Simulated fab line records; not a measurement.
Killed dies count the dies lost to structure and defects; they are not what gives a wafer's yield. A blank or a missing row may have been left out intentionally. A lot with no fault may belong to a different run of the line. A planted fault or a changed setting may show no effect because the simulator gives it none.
Matching of chambers | flow n5-finfet | 4 sister chambers for N5_MOL_CONTACT_COAG_ETCH_124 on rie-diel-06
The step etches SiNx in CH3F/O2, stops on SiOC, target depth 6.5 nm. 8 wafers are shown with their chamber, then 12 later ones without.

== WAFERS WITH THEIR CHAMBER ==
wafer  | chamber | rf-vpp-V (V) | showerhead-plenum-p-Torr (Torr)
L086.4 | 1       | 291          | 2.08
L087.3 | 0       | 308          | 2.05
L088.3 | 3       | 299          | 2.07
L088.5 | 1       | 292          | 2.08
L088.6 | 0       | 310          | 2.05
L091.3 | 2       | 304          | 2.05
L091.4 | 3       | 301          | 2.06
L091.5 | 2       | 304          | 2.05

== WAFERS WITH NO CHAMBER GIVEN ==
wafer  | rf-vpp-V (V) | showerhead-plenum-p-Torr (Torr)
L092.1 | 299          | 2.06
L092.3 | 292          | 2.07
L092.6 | 299          | 2.06
L094.2 | 309          | 2.05
L094.3 | 292          | 2.07
L094.6 | 291          | 2.07
L096.1 | 300          | 2.06
L096.2 | 291          | 2.07
L096.4 | 308          | 2.04
L097.3 | 292          | 2.07
L097.5 | 305          | 2.04
L097.6 | 291          | 2.07

== CHAMBER TAKEN BY EACH ==
wafer  | from the rows above     | in truth
L092.1 | 3                       | 3
L092.3 | 1                       | 1
L092.6 | 3                       | 3
L094.2 | 0                       | 0
L094.3 | 1                       | 1
L094.6 | 1                       | 1
L096.1 | 3                       | 3
L096.2 | 1                       | 1
L096.4 | can't be placed: 0 or 2 | 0
L097.3 | 1                       | 1
L097.5 | can't be placed: 2 or 0 | 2
L097.6 | 1                       | 1
Correct placement for 10 of the 12. From these rows, 2 cannot be placed; in 2 the true chamber is one of the candidates. 0 placed wrongly.
How it was worked out, from the rows above alone: a wafer's distance from a chamber is the root of the sum, over the readings, of the square of ((its reading less the chamber's mean) divided by the reading's scatter). If the next closest chamber is less than 2 further off than the closest, the wafer can't be placed; otherwise it belongs to the closest. A chamber's mean is the mean of its shown wafers. The scatter: take each reading less its chamber's mean, square it, sum over the shown wafers, divide by the number of wafers less the number of chambers, and take the root.
